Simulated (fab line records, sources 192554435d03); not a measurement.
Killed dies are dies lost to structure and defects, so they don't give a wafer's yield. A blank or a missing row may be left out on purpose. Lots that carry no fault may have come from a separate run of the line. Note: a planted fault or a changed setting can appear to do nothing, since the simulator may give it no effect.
Matching of chambers | flow n5_finfet | N5_BEOL_M5_CURE_79 on uv_cure-03 has 3 sister chambers
The step cures SiCOH lowk, time 240 s. 3 wafers are shown with their chamber, then 11 later ones without.

== WAFERS PAIRED WITH THEIR CHAMBERS ==
wafer  | chamber | wafer_temp_C_max
L085.6 | 2       | 386.7
L084.6 | 1       | 387.7
L087.1 | 0       | 387.2

== WAFERS WHOSE CHAMBER IS MISSING ==
wafer  | wafer_temp_C_max
L087.2 | 387.3
L087.3 | 387.4
L090.1 | 387.1
L090.2 | 386.9
L090.3 | 386.9
L092.1 | 386.9
L092.4 | 387.2
L092.5 | 387.1
L094.2 | 387.2
L094.3 | 387.1
L094.6 | 387.7

== WHICH CHAMBER EACH WENT THROUGH ==
wafer  | from the rows above     | in truth
L087.2 | 0                       | 0
L087.3 | can't be placed: 0 or 1 | 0
L090.1 | 0                       | 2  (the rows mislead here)
L090.2 | can't be placed: 2 or 0 | 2
L090.3 | can't be placed: 2 or 0 | 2
L092.1 | can't be placed: 2 or 0 | 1
L092.4 | 0                       | 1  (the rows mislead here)
L092.5 | 0                       | 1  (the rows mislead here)
L094.2 | 0                       | 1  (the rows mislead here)
L094.3 | 0                       | 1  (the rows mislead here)
L094.6 | 1                       | 1
2 of 11 placed correctly. From these rows, 4 cannot be placed; in 3 the true chamber is one of the candidates. Placed wrongly: 5.
How it was worked out, from the rows above alone: a wafer's distance from a chamber is the root of the sum, over the readings, of the square of ((its reading less the chamber's mean) divided by the reading's scatter). The wafer belongs to the nearest chamber; if the next one is less than 2 further off, it can't be placed. For every chamber, the mean is computed from those of its wafers that are shown. The scatter: root of mean squared gap, hidden wafer to nearest shown wafer, with one shown wafer a chamber.
